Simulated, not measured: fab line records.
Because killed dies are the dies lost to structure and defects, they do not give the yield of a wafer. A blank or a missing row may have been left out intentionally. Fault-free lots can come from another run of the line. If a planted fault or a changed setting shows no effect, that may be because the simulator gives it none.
Chamber matching ; flow nand_harc ; NHARC_P_BONDPAD_CMP_32 on cmp-04 has 4 sister chambers
The step polishes SiCN, target thk 200 nm. 14 wafers are shown with their chamber, then 7 later ones without.

## EACH WAFER AND ITS CHAMBER
wafer;chamber;motor_current_A (A)
L074.2;3;12.5
L074.3;1;12.0
L074.5;3;12.6
L083.2;0;11.1
L083.3;1;11.5
L083.5;3;12.6
L085.1;2;11.1
L085.4;0;10.9
L085.6;3;12.5
L090.2;2;11.1
L090.4;0;11.5
L090.5;0;11.4
L094.2;1;11.6
L094.3;3;12.5

SIGNATURES (averages over the wafers above)
reading;chamber 0;chamber 1;chamber 2;chamber 3;scatter within a chamber
motor_current_A;11.225;11.700;11.100;12.540;0.195
Rule: a wafer's distance from a chamber is the root of the sum, over the readings, of the square of ((its reading less the chamber's mean) divided by the reading's scatter). If the next closest chamber is less than 2 further off than the closest, the wafer can't be placed; otherwise it belongs to the closest. The scatter is the square root of a quotient: the sum, over the shown wafers, of each reading's squared deviation from its chamber's mean, divided by wafers minus chambers.

## WAFERS WITHOUT THEIR CHAMBER
wafer;motor_current_A (A)
L094.4;11.2
L095.1;11.3
L095.2;12.6
L095.5;12.1
L096.1;11.3
L096.2;11.0
L096.3;12.8

## THE CHAMBER EACH PASSED THROUGH
wafer;from the rows above;in truth
L094.4;can't be placed: 0 or 2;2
L095.1;can't be placed: 0 or 2 or 1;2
L095.2;3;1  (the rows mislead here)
L095.5;can't be placed: 1 or 3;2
L096.1;can't be placed: 0 or 2 or 1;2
L096.2;can't be placed: 2 or 0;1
L096.3;3;3
Correct placement for 1 of the 7. These rows do not allow placing 5 (true chamber among the candidates in 3). 1 placed wrongly.
